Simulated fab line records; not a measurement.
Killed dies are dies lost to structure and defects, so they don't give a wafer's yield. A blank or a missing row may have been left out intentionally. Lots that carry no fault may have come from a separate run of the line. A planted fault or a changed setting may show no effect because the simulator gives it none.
Struck lot and sound lot, side by side ; flow nand-harc ; 40 steps out of a route of 1159
Sound: wafers L431.2, L431.3, L431.5. Struck: wafer L439.4 (L439.2, L439.3, from the same lot, were not struck and are left out); the cause is given at the end.
Each step with rows lists, per side, the tool, then ch with its chambers, then its first start. Under that, the readings that differ: sound wafers ; struck wafers ; difference of the means ; sigmas: that difference in standard deviations of wafers without a fault.
alike: words and numbers the same on both sides, and readings whose means are apart by under 2 such deviations; not compared: readings that were withheld, readings missing a value for some wafer, numbers with overlapping values and no deviation given by the record, and bounds like >300 which may hide the same value.
The two part at a step that has a row with sigmas, a row that says differs or no value, or rows on one side only. When numbers do not overlap yet have no deviation, they are printed without sigmas and do not part them. A reading that every wafer of one side lacks parts them only if that side has two wafers or more.

NHARC_P_BONDPAD_OVL_MEAS_38:
  sound: overlay-02 at day 6 14:41; struck: overlay-02 at day 8 11:07
  alike: overlay-x-nm, overlay-y-nm
then, 1 step without rows for these wafers: NHARC_P_BONDPAD_HARDBAKE_10 (time 65 s).
NHARC_P_BONDPAD_DESCUM_11: chemistry O2, time 3 s.
  sound on rie-diel-05 ch 1,2, day 6 14:48; struck on rie-diel-06 ch 2, day 8 11:14
  alike: drypump-motor-current-A, oes-product-au, rf-vpp-V, showerhead-plenum-p-Torr, throttle-valve-pct
  not compared: rf-hours-counter-h
NHARC_P_BONDPAD_ETCH_37: etches the open film in N2/H2, target depth 60 nm, overetch 18 nm, time 65.91 s.
  sound on rie-diel-05 ch 0,1, day 6 14:53; struck on rie-diel-06 ch 3, day 8 11:19
reading;sound;struck;difference;sigmas
rf-vpp-V (V);427 431 428;435;+6;+2
  alike: bias-w, drypump-motor-current-A, oes-product-au, showerhead-plenum-p-Torr, throttle-valve-pct
  not compared: rf-hours-counter-h
then, 1 step without rows for these wafers: NHARC_P_BONDPAD_ETCH_12 (etches the open film in CHF3/O2, target depth 200 nm, time 100 s).
NHARC_P_BONDPAD_CD_MEAS_13:
  sound: cd-sem-03 at day 6 15:07; struck: cd-sem-03 at day 8 11:33
  alike: cd-nm
NHARC_P_BONDPAD_STRIP_15: strips in O2.
  sound on rie-diel-05 ch 0,2,3, day 6 15:13; struck on rie-diel-05 ch 3, day 8 11:38
  alike: drypump-motor-current-A, oes-product-au, rf-vpp-V, showerhead-plenum-p-Torr, throttle-valve-pct
  not compared: rf-hours-counter-h
then, 5 steps without rows for these wafers: NHARC_P_BONDPAD_ETCH_24 (etches the open film in CF4/N2, target depth 30 nm, time 72.99 s); NHARC_P_BONDPAD_STRIP_16 (strips in post etch residue remover, time 600 s); NHARC_P_BONDPAD_DEGAS_25 (time 60 s); NHARC_P_BONDPAD_PRE_CLEAN_26 (time 30 s); NHARC_P_BONDPAD_PVD_17 (deposits TaN, target thk 5 nm, time 8.06 s).
NHARC_P_BONDPAD_PVD_27: deposits Cu, target thk 30 nm, time 20.49 s.
  sound: pvd-sputter-02 at day 6 16:07; struck: pvd-sputter-03 at day 8 12:24
  alike: throttle-valve-pct
then, 4 steps without rows for these wafers: NHARC_P_BONDPAD_ECD_18 (material Cu, target thk 400 nm); NHARC_P_BONDPAD_ANNEAL_28 (time 90 s); NHARC_P_BONDPAD_CMP_19 (polishes, t overpolish 30 s, cu recess touch 16 s, target thk 160.81 nm); NHARC_P_BONDPAD_SRD_21 (time 30 s, dry time 20 s).
NHARC_P_BONDPAD_INSPECT_23:
  sound: defect-inspect-01 at day 6 17:42; struck: defect-inspect-02 at day 8 13:49
  alike: raw-defect-count
then, 3 steps without rows for these wafers: NHARC_P_BONDPAD_ACTIVATE_29 (chemistry N2, time 60 s); NHARC_P_BONDPAD_PRECLEAN_30 (cleans in DIW, time 300 s); NHARC_P_BONDPAD_SRD_31 (time 30 s, dry time 20 s).
NHARC_A_START_INSPECT_01:
  the record holds rows for the sound wafers here (defect-inspect-02, day 6 18:10) but none for the struck ones
then, 11 steps without rows for these wafers: NHARC_A_ZERO_WELL_PRECLEAN_00 (cleans in SPM, time 600 s); NHARC_A_ZERO_WELL_SRD_01; NHARC_A_ZERO_WELL_DEHYDRATE_02 (time 120 s); NHARC_A_ZERO_WELL_HMDS_03 (time 30 s); NHARC_A_ZERO_WELL_COAT_18 (time 65 s); NHARC_A_ZERO_WELL_COAT_04 (resist thk 600 nm); NHARC_A_ZERO_WELL_SOFTBAKE_05 (time 70 s); NHARC_A_ZERO_WELL_EBR_06; NHARC_A_ZERO_WELL_EXPOSE_07 (exposes mask A ZERO); NHARC_A_ZERO_WELL_PEB_08 (peb time 80 s); NHARC_A_ZERO_WELL_DEVELOP_09 (time 50 s).
NHARC_A_ZERO_WELL_CD_MEAS_10 targets a cd of 2000 nm.
  the record has rows for the sound wafers here (cd-sem-03 ch 0, day 6 19:00) and none for the struck ones
then, 2 steps without rows for these wafers: NHARC_A_ZERO_WELL_HARDBAKE_11 (time 65 s); NHARC_A_ZERO_WELL_DESCUM_12 (chemistry O2, time 3 s).
NHARC_A_ZERO_WELL_ETCH_19: etches the open film in N2/H2, target depth 80 nm, overetch 24 nm, time 87.88 s.
  the record has rows for the sound wafers here (rie-diel-12 ch 1,3, day 6 19:14) and none for the struck ones
NHARC_A_ZERO_WELL_ETCH_13: etches the open film in HBr/Cl2, target depth 120 nm, time 40.1 s.
  the record has rows for the sound wafers here (rie-si-02 ch 0,2,3, day 6 19:22) and none for the struck ones
then, 1 step without rows for these wafers: NHARC_A_ZERO_WELL_STRIP_14 (strips in SPM, time 900 s).
-- break in the record here, with 13 days between the starts of the struck wafers on either side (left off in module A_ZERO_WELL, picked up again in module END, where the first step shown is number 1159 on the route) --
NHARC_END_SORT_01:
  sound on prober-01 ch 0, day 20 04:27; struck on prober-01 ch 0, day 21 08:34
reading;sound;struck;difference;sigmas
hold;- - -;await-dispo/5.1h/release;no value on the sound wafers;
defect-limited-yield (%);97.8 97.2 97.6;0;-98;-65
killed-at-periphery;3 4 4;648;+644;+99 or more
killed-dies;15 19 16;677;+660;+66
sort_bin_2_pct (%);0.7 0.4 0.7;97.0;+96.4;+99 or more
sort_bin_3_pct (%);0 0.15 0;0.89;+0.84;+4
sort-n-pass;662 658 661;0;-660;-66
sort-rim-yield-pct (%);96 98 99;0;-98;-31
sort-yield-pct (%);97.8 97.2 97.6;0;-98;-65
  alike: killed-at-array, killed-at-other, killed-open, killed-short, sort_bin_4_pct

WHERE THEY PART
Earliest at NHARC_P_BONDPAD_ETCH_37; latest, in this record, at NHARC_END_SORT_01.

WHY: whatever the simulator had introduced
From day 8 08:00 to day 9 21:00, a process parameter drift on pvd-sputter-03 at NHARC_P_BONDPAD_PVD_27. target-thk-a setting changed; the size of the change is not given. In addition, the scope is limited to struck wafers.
